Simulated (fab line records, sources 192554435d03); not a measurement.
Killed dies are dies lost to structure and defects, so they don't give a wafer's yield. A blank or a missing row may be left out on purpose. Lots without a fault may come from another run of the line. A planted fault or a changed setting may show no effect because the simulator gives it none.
fab line records | flow n5_finfet
record lots=6 wafers=18 last_day=16
route steps=1938 shown SDB@352 BEOL_M4@1111
lots that met no fault: from a run of the same line without faults
start_h: hours from the record's first day to the start of the lot's first wafer shown | wait_h: hours since the lot's step before | " the same as in the row above | L1.1+2: a row that stands for several wafers | - no value, or no start given | * or withheld: withheld | < > ~ a bound
route shown NAME@n: a module of which the file shows steps, and the number in the route of the first | usual: mean/standard deviation of fault-free wafers | same: alike in all rows | chamber/n: place in a boat | sites: the reading at each site | _std_site: their standard deviation | _edge_site: outer sites' mean less inner sites' | radius_mm: how far each site lies from the wafer's centre | mask NAME#n: copy n | behind: the tool/chamber that last shaped the wafer | hold: why the lot was held/for how many hours/how that ended | device: the transistor (n, p or np) that didn't switch | end of line: the same wafers' tests at the end of the route | a step without rows: its recipe alone | killed: dies lost to structure and defects at the first sort, not the wafer's yield | map: a wafer's dies, x killed, . not, _ none there
set.NAME: the setting as run; set.NAME@STEP: as run at that earlier step | model.NAME: the simulator's own value behind a step, which no gauge read
lots at some steps of the route; a table a step, a row a wafer
services: from which hour (start_h, from the record's first day; less than 0 if before it) a tool's chamber was out of use, for how many hours, and why
## steps
# step N5_SDB_SOFTBAKE_06
# recipe temp_c=110 time_s=60 resist=CAR-ArF
# step N5_SDB_EXPOSE_08
# recipe mask_id=SDB na=1.35 source_shape=conventional sigma_outer=0.5 polarization=unpolarized dose_mj=49.6
# step N5_SDB_PEB_09
# recipe peb_temp_c=withheld peb_time_s=60 resist=CAR-ArF
# step N5_SDB_DEVELOP_10
# recipe develop_time_s=30 developer=TMAH resist=CAR-ArF rinse_liquid=diw dry=air_spin dev_temp_c=23
# step N5_SDB_CD_MEAS_11
# recipe target_cd_nm=50 landing_energy_ev=500 detector=se_inlens polarity=opening
# usual cd_nm=50.8/1.4
# columns lot.wafer tool chamber start_h wait_h cd_nm
L340.3 cd_sem-03 0 83.98 - 51.5
L340.5 " 0 " " 51.4
L340.6 " 0 " " 51.9
L342.2 cd_sem-02 0 94.48 - 49.9
L342.3 " 0 " " 51.3
L342.5 " 0 " " 50.4
L344.1 cd_sem-01 0 108.73 - 51.4
L344.2 " 0 " " 51.3
L344.5 " 0 " " 49.5
L350.3 cd_sem-02 0 142.40 - 49.1
L350.4 " 0 " " 50.3
L350.6 " 0 " " 49.4
L353.2 cd_sem-03 0 162.59 - 52.2
L353.3 " 0 " " 52.6
L353.4 " 0 " " 52.3
L355.1 cd_sem-02 0 172.94 - 49.8
L355.3 " 0 " " 50.0
L355.6 " 0 " " 49.1
# step N5_SDB_OVL_MEAS_12
# recipe points_per_wafer=44
# usual SDB_OVL=-0.6/0.67
# columns lot.wafer tool chamber start_h wait_h SDB_OVL[nm]
L340.3 overlay-02 0 84.00 0.0 -0.2
L340.5 " 0 " " -2.3
L340.6 " 0 " " -2.4
L342.2 overlay-02 0 94.51 0.0 -2.3
L342.3 " 0 " " -1.3
L342.5 " 0 " " -1.5
L344.1 overlay-01 0 108.76 0.0 -1.4
L344.2 " 0 " " -0.3
L344.5 " 0 " " -1.8
L350.3 overlay-02 0 142.42 0.0 -1.2
L350.4 " 0 " " -0.5
L350.6 " 0 " " -0.4
L353.2 overlay-02 0 162.61 0.0 -0.8
L353.3 " 0 " " -0.7
L353.4 " 0 " " -0.9
L355.1 overlay-01 0 172.97 0.0 0.7
L355.3 " 0 " " -0.1
L355.6 " 0 " " -0.5
# step N5_SDB_INSPECT_13
# recipe mode=adi inspect_instrument=brightfield
# usual raw_defect_count=81/37
# columns lot.wafer tool chamber start_h wait_h raw_defect_count
L340.3 defect_inspect-02 - 84.03 0.0 60
L340.5 " - " " 44
L340.6 " - " " 48
L342.2 defect_inspect-02 - 94.53 0.0 82
L342.3 " - " " 101
L342.5 " - " " 107
L344.1 defect_inspect-01 - 108.79 0.0 113
L344.2 " - " " 146
L344.5 " - " " 160
L350.3 defect_inspect-01 - 142.45 0.0 70
L350.4 " - " " 51
L350.6 " - " " 108
L353.2 defect_inspect-01 - 162.64 0.0 102
L353.3 " - " " 115
L353.4 " - " " 112
L355.1 defect_inspect-02 - 173.00 0.0 138
L355.3 " - " " 100
L355.6 " - " " 113
# step N5_SDB_DESCUM_16
# recipe chemistry=O2 time_s=7.9 source_power_w=50 bias_power_w=20 pressure_mtorr=20 rf_frequency_hz=2.712e+07 temp_c=40 resist=CAR-ArF o2_flow_sccm=225
# usual drypump_motor_current_A=5.58/0.3 oes_product_au=0.78/0.076 rf_vpp_V=243.6/1.2 showerhead_plenum_p_Torr=2.12/0.068 throttle_valve_pct=20.5/0.36
# columns lot.wafer tool chamber start_h wait_h drypump_motor_current_A oes_product_au rf_hours_counter_h rf_vpp_V showerhead_plenum_p_Torr throttle_valve_pct
L340.3 rie_diel-06 1 84.06 0.0 5.63 0.74 195 244.2 2.15 20.7
L340.5 " 2 " " 5.52 0.86 - 242.1 2.11 20.3
L340.6 " 3 " " 5.13 0.75 - 245.7 2.20 20.9
L342.2 rie_diel-06 3 94.56 0.0 5.13 0.73 151 244.9 2.19 20.9
L342.3 " 1 " " 5.63 0.72 198 244.2 2.15 20.7
L342.5 " 0 " " 5.93 0.87 - 243.2 2.02 20.0
L344.1 rie_diel-06 3 108.87 0.1 5.14 0.72 155 242.8 2.19 20.9
L344.2 " 0 " " 5.94 0.86 51 242.5 2.01 20.0
L344.5 " 0 " " 5.91 0.86 - 242.6 2.01 20.0
L350.3 rie_diel-01 0 142.48 0.0 5.71 0.87 45 243.5 2.22 20.1
L350.4 " 2 " " 5.69 0.70 218 244.9 2.18 21.0
L350.6 " 0 " " 5.72 0.88 - 244.4 2.22 20.1
L353.2 rie_diel-03 3 162.67 0.0 5.14 0.74 157 243.5 2.10 20.5
L353.3 " 1 " " 5.78 0.79 111 243.8 2.13 20.5
L353.4 " 2 " " 6.31 0.72 198 243.1 2.10 20.6
L355.1 rie_diel-01 0 173.03 0.0 5.73 0.86 56 243.9 2.22 20.1
L355.3 " 3 " " 5.50 0.90 38 243.7 2.04 20.0
L355.6 " 2 " " 5.69 0.69 - 244.6 2.17 21.0
# step N5_SDB_ETCH_17
# recipe chemistry=CF4 target=SiARC target_depth_a=234 mask_material=CAR-ArF time_s=39 ion_energy_ev=80 pressure_mtorr=40 source_w=545 bias_w=36 Ar_flow_sccm=100 cf4_flow_sccm=100 ends=cleared
# usual drypump_motor_current_A=5.58/0.3 etch_rf_on_time_s=38.8/0.98 oes_product_au=0.67/0.065 rf_vpp_V=184.6/1.1 showerhead_plenum_p_Torr=2.18/0.057 throttle_valve_pct=15.7/0.31
# columns lot.wafer tool chamber start_h wait_h drypump_motor_current_A etch_rf_on_time_s oes_product_au rf_hours_counter_h rf_vpp_V showerhead_plenum_p_Torr throttle_valve_pct
L340.3 rie_diel-06 1 84.10 0.0 5.63 38.0 0.64 195 186.0 2.20 15.9
L340.5 " 2 " " 5.51 37.0 0.75 - 183.1 2.17 15.5
L340.6 " 3 " " 5.12 37.9 0.64 - 185.8 2.25 16.0
L342.2 rie_diel-06 3 94.60 0.0 5.15 38.4 0.64 151 185.5 2.24 16.0
L342.3 " 1 " " 5.65 38.7 0.63 198 183.4 2.20 16.0
L342.5 " 0 " " 5.92 37.8 0.75 - 183.3 2.09 15.3
L344.1 rie_diel-06 3 108.91 0.0 5.13 38.3 0.64 155 185.2 2.24 16.0
L344.2 " 0 " " 5.92 38.0 0.74 51 182.8 2.09 15.4
L344.5 " 0 " " 5.91 37.6 0.74 - 182.9 2.09 15.4
L350.3 rie_diel-01 0 142.52 0.0 5.73 38.0 0.75 45 185.0 2.26 15.2
L350.4 " 2 " " 5.68 40.3 0.58 218 184.8 2.21 16.0
L350.6 " 0 " " 5.74 37.8 0.76 - 185.7 2.26 15.2
L353.2 rie_diel-03 3 162.71 0.0 5.14 39.6 0.63 157 184.0 2.15 15.7
L353.3 " 1 " " 5.77 39.8 0.66 111 184.7 2.16 15.5
L353.4 " 2 " " 6.29 41.2 0.61 198 185.2 2.12 15.7
L355.1 rie_diel-01 0 173.07 0.0 5.73 38.0 0.74 56 185.2 2.25 15.2
L355.3 " 3 " " 5.50 40.4 0.75 38 184.0 2.10 15.2
L355.6 " 2 " " 5.63 41.0 0.58 - 184.8 2.20 16.0
# step N5_SDB_ETCH_18
# recipe chemistry=N2/H2 target=SOC target_depth_a=1000 overetch_a=200 mask_material=SiARC temp_c=40 time_s=150 ion_energy_ev=200 pressure_mtorr=30 source_w=840 bias_w=150 n2_flow_sccm=200 h2_flow_sccm=200
# usual drypump_motor_current_A=5.59/0.3 oes_product_au=0.70/0.063 rf_vpp_V=524.9/2.1 showerhead_plenum_p_Torr=2.58/0.076 throttle_valve_pct=17.9/0.34
# columns lot.wafer tool chamber start_h wait_h drypump_motor_current_A oes_product_au rf_hours_counter_h rf_vpp_V showerhead_plenum_p_Torr throttle_valve_pct
L340.3 rie_diel-06 1 84.13 0.0 5.62 0.66 195 525.7 2.61 18.1
L340.5 " 2 " " 5.50 0.76 - 525.6 2.58 17.7
L340.6 " 3 " " 5.14 0.67 - 526.9 2.66 18.4
L342.2 rie_diel-06 3 94.63 0.0 5.11 0.66 151 527.0 2.66 18.4
L342.3 " 1 " " 5.66 0.66 198 524.2 2.61 18.1
L342.5 " 0 " " 5.91 0.78 - 521.3 2.47 17.5
L344.1 rie_diel-06 3 108.94 0.0 5.12 0.65 155 527.4 2.66 18.4
L344.2 " 0 " " 5.92 0.78 51 522.7 2.47 17.5
L344.5 " 0 " " 5.91 0.77 - 522.6 2.47 17.5
L350.3 rie_diel-01 0 142.55 0.0 5.74 0.78 45 527.9 2.72 17.5
L350.4 " 2 " " 5.70 0.63 218 526.1 2.63 18.3
L350.6 " 0 " " 5.73 0.78 - 528.1 2.72 17.5
L353.2 rie_diel-03 3 162.74 0.0 5.15 0.67 157 524.5 2.55 17.9
L353.3 " 1 " " 5.76 0.70 111 524.1 2.55 17.6
L353.4 " 2 " " 6.32 0.65 198 523.8 2.51 17.7
L355.1 rie_diel-01 0 173.10 0.0 5.76 0.76 56 527.2 2.71 17.5
L355.3 " 3 " " 5.51 0.80 38 521.8 2.49 17.6
L355.6 " 2 " " 5.69 0.62 - 526.6 2.63 18.4
# step N5_SDB_STRIP_19
# recipe chemistry=N2/H2 temp_c=40 n2_flow_sccm=200 h2_flow_sccm=200 rf_frequency_hz=6e+07
# step N5_SDB_STRIP_21
# recipe chemistry=CF4 resist=SiARC power_w=300 bias_power_w=75 pressure_mtorr=50 cf4_flow_sccm=150 rf_frequency_hz=6e+07
# usual drypump_motor_current_A=5.58/0.3 oes_product_au=0.78/0.07 rf_vpp_V=271.8/1.3 showerhead_plenum_p_Torr=1.82/0.046 throttle_valve_pct=13.7/0.31
# columns lot.wafer tool chamber start_h wait_h drypump_motor_current_A oes_product_au rf_hours_counter_h rf_vpp_V showerhead_plenum_p_Torr throttle_valve_pct
L340.3 rie_diel-06 1 84.27 0.0 5.59 0.73 195 273.0 1.84 13.9
L340.5 " 2 " " 5.48 0.83 - 270.4 1.82 13.5
L340.6 " 3 " " 5.10 0.73 - 273.6 1.88 14.0
L342.2 rie_diel-06 3 94.77 0.0 5.14 0.73 151 273.2 1.88 14.0
L342.3 " 1 " " 5.62 0.73 198 272.6 1.84 13.9
L342.5 " 0 " " 5.91 0.86 - 270.6 1.76 13.3
L344.1 rie_diel-06 3 109.08 0.0 5.14 0.73 156 272.6 1.87 14.0
L344.2 " 0 " " 5.91 0.85 51 270.9 1.76 13.3
L344.5 " 0 " " 5.91 0.85 - 270.4 1.76 13.3
L350.3 rie_diel-01 0 142.69 0.0 5.73 0.86 45 272.9 1.89 13.1
L350.4 " 2 " " 5.68 0.70 218 271.9 1.85 14.0
L350.6 " 0 " " 5.73 0.86 - 273.8 1.89 13.1
L353.2 rie_diel-03 3 162.88 0.0 5.14 0.73 157 271.7 1.81 13.7
L353.3 " 1 " " 5.77 0.77 111 269.7 1.83 13.6
L353.4 " 2 " " 6.31 0.72 198 271.1 1.77 13.7
L355.1 rie_diel-01 0 173.24 0.0 5.72 0.84 56 274.0 1.89 13.2
L355.3 " 3 " " 5.49 0.88 38 268.9 1.76 13.2
L355.6 " 2 " " 5.65 0.69 - 271.9 1.85 14.0
# step N5_SDB_HM_OPEN_20
# recipe chemistry=CH3F/O2 target=SiNx mask_material=SOC target_depth_a=240 stop_on=poly-Si over_etch_frac=0.4 ion_energy_ev=120 pressure_mtorr=30 source_w=395 bias_w=73 Ar_flow_sccm=150 CH3F_flow_sccm=30 O2_flow_sccm=20
# usual drypump_motor_current_A=5.58/0.3 oes_f_703_au=0.79/0.076 oes_product_au=0.65/0.057 rf_vpp_V=295/6.2 showerhead_plenum_p_Torr=2.03/0.058 throttle_valve_pct=16.4/0.33
# columns lot.wafer tool chamber start_h wait_h drypump_motor_current_A oes_f_703_au oes_product_au rf_hours_counter_h rf_vpp_V showerhead_plenum_p_Torr throttle_valve_pct model.SOC_of_SDB_COAT_03.thk_nm
L340.3 rie_diel-06 1 84.29 0.0 5.63 0.76 0.59 195 291 2.05 16.7 83.6
L340.5 " 2 " " 5.49 0.86 0.70 - 302 2.02 16.3 83.8
L340.6 " 3 " " 5.14 0.77 0.61 - 283 2.10 16.8 84.2
L342.2 rie_diel-06 3 94.79 0.0 5.11 0.77 0.60 151 282 2.10 16.8 89
L342.3 " 1 " " 5.63 0.76 0.60 198 292 2.05 16.7 88.8
L342.5 " 0 " " 5.95 0.90 0.72 - 292 1.94 16.0 88.4
L344.1 rie_diel-06 3 109.10 0.0 5.12 0.76 0.60 156 282 2.10 16.8 83.6
L344.2 " 0 " " 5.89 0.89 0.69 51 292 1.94 16.0 88
L344.5 " 0 " " 5.89 0.89 0.70 - 292 1.94 16.0 87.4
L350.3 rie_diel-01 0 142.71 0.0 5.73 0.89 0.72 45 296 2.11 15.9 84.2
L350.4 " 2 " " 5.72 0.68 0.58 218 302 2.06 16.7 84.4
L350.6 " 0 " " 5.71 0.89 0.71 - 297 2.11 15.9 84.2
L353.2 rie_diel-03 3 162.90 0.0 5.13 0.72 0.60 157 296 2.00 16.4 84.4
L353.3 " 1 " " 5.77 0.74 0.64 111 306 2.01 16.2 84.4
L353.4 " 2 " " 6.27 0.69 0.60 198 300 1.98 16.4 84.8
L355.1 rie_diel-01 0 173.26 0.0 5.72 0.87 0.69 56 298 2.11 15.9 83.8
L355.3 " 3 " " 5.50 0.86 0.71 38 298 1.96 16.0 84.8
L355.6 " 2 " " 5.66 0.67 0.57 - 302 2.06 16.7 84.8
# step N5_SDB_STRIP_22
# recipe chemistry=N2/H2 power_w=1000 temp_c=250 h2_frac=0.65 overash_fraction=0.3 pressure_mtorr=withheld n2_flow_sccm=1750 h2_flow_sccm=3250
# usual drypump_motor_current_A=5.74/0.14 heater_power_w=359/20 oes_product_au=0.715/0.0049 strip_time_to_endpoint_s=96.3/0.39
# columns lot.wafer tool chamber start_h wait_h drypump_motor_current_A heater_power_w oes_product_au rf_hours_counter_h strip_time_to_endpoint_s
L340.3 plasma_asher-02 0 84.41 0.1 5.90 358 0.727 - 95.9
L340.5 " 0 " " 5.94 350 0.700 - 96.0
L340.6 " 1 " " 5.58 363 0.720 - 96.5
L342.2 plasma_asher-02 0 94.87 0.1 5.86 361 0.722 92 100.9
L342.3 " 1 " " 5.57 360 0.718 - 100.7
L342.5 " 0 " " 5.83 363 0.719 - 100.3
L344.1 plasma_asher-02 0 109.18 0.1 5.84 362 0.715 94 95.9
L344.2 " 1 " " 5.57 354 0.723 94 100.0
L344.5 " 0 " " 5.82 356 0.711 - 99.5
L350.3 plasma_asher-02 0 142.85 0.1 5.83 355 0.719 - 96.5
L350.4 " 1 " " 5.56 348 0.708 - 96.7
L350.6 " 1 " " 5.56 354 0.722 - 96.4
L353.2 plasma_asher-01 1 162.99 0.1 5.65 341 0.717 53 96.6
L353.3 " 0 " " 5.85 397 0.713 - 96.6
L353.4 " 1 " " 5.64 331 0.706 - 96.9
L355.1 plasma_asher-02 1 173.34 0.1 5.58 354 0.716 104 96.0
L355.3 " 0 " " 5.83 363 0.714 - 96.9
L355.6 " 1 " " 5.59 355 0.713 - 96.9
# step N5_SDB_PRECLEAN_23
# recipe chemistry=dHF time_s=30 temp_c=25 dilution=withheld
# step N5_BEOL_M4_RC_MEAS_101
# usual DIBL_N=36.1/1.6 DIBL_P=35.7/1.8 IOFF_N=0.159/0.027 IOFF_P=0.21/0.03 ION_N=673/10 ION_P=462/7.4 SS_N=71.4/0.56 SS_P=73.2/0.61 VT_N=249.7/3 VT_P=-250/3.1
# columns lot.wafer tool chamber start_h wait_h DIBL_N[mV/V] DIBL_P[mV/V] IOFF_N[nA/um] IOFF_P[nA/um] ION_N[uA/um] ION_P[uA/um] SS_N[mV/dec] SS_P[mV/dec] VT_N[mV] VT_P[mV]
L340.3 prober-02 0 183.41 0.3 34.8 31.8 0.148 0.21 670 467 71.1 73.0 248.4 -247
L340.5 " 0 " " 35.4 33.2 0.164 0.24 679 471 71.2 72.8 247.5 -244
L340.6 " 0 " " 36.4 34.3 0.176 0.26 679 466 71.6 73.2 246.5 -245
L342.2 prober-02 0 192.03 0.2 35.6 33.5 0.143 0.19 659 454 71.5 73.1 253.8 -250
L342.3 " 0 " " 37.0 35.8 0.177 0.22 662 457 71.7 73.9 248.6 -247
L342.5 " 0 " " 37.5 35.7 0.181 0.23 667 464 71.5 73.3 249.3 -249
L344.1 prober-01 0 199.26 0.3 37.0 35.0 0.156 0.19 680 459 71.6 72.9 250.1 -249
L344.2 " 0 " " 36.6 35.1 0.156 0.20 679 470 71.8 72.3 251.7 -250
L344.5 " 0 " " 37.1 34.1 0.142 0.18 660 450 71.5 72.8 251.9 -253
L350.3 prober-02 0 245.09 0.3 36.4 37.4 0.155 0.25 675 468 72.0 73.0 252.0 -248
L350.4 " 0 " " 36.1 37.2 0.154 0.23 668 469 71.0 73.4 251.6 -246
L350.6 " 0 " " 33.7 34.3 0.113 0.19 646 453 70.3 73.1 257.1 -250
L353.2 prober-02 0 255.74 0.2 36.3 35.4 0.162 0.21 668 465 71.7 73.2 249.7 -248
L353.3 " 0 " " 38.1 38.6 0.210 0.28 677 464 72.6 73.8 243.5 -245
L353.4 " 0 " " 37.7 39.1 0.206 0.27 685 474 71.9 73.0 244.7 -245
L355.1 prober-01 0 281.32 0.0 35.3 34.4 0.133 0.17 677 463 70.7 72.0 250.3 -254
L355.3 " 0 " " 36.7 36.0 0.154 0.20 680 469 70.9 73.2 247.0 -250
L355.6 " 0 " " 34.5 34.2 0.123 0.17 675 465 70.3 72.5 249.6 -252
## services
# columns tool chamber start_h hours kind
rie_diel-01 2 87.98 4.9 repair
rie_diel-01 3 105.08 9.1 repair
rie_diel-01 0 113.19 5.2 repair
rie_diel-06 2 113.32 8.0 repair
plasma_asher-02 - 120.05 2.5 pm
rie_diel-06 2 144.85 12.2 repair
plasma_asher-02 - 146.20 4.0 pm
rie_diel-03 0 170.10 5.9 repair
## key
first_sign step=N5_SDB_STRIP_22 reading=strip_time_to_endpoint_s direction=up sigmas=10 usual=* struck=*
effect none on later readings
model_effect step=N5_SDB_HM_OPEN_20 value=SOC_of_SDB_COAT_03.thk_nm without=83.8 struck=88.32
met_at N5_SDB_HM_OPEN_20
struck_wafers L342.2,L342.3,L342.5,L344.2,L344.5
sort_left_out L342.2,L342.3,L342.5,L344.2,L344.5
onset_between 84.29 94.79
fault kind=process_parameter_drift tool=rie_diel-06 chamber=- onset_h=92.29 steps=N5_SDB_HM_OPEN_20 channel=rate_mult offset=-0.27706 shape=step end_h=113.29 scope=struck_wafers_only
# sort_left_out: the simulated sort isn't trusted on such a fault, so these wafers' sort isn't shown, and their yield isn't known
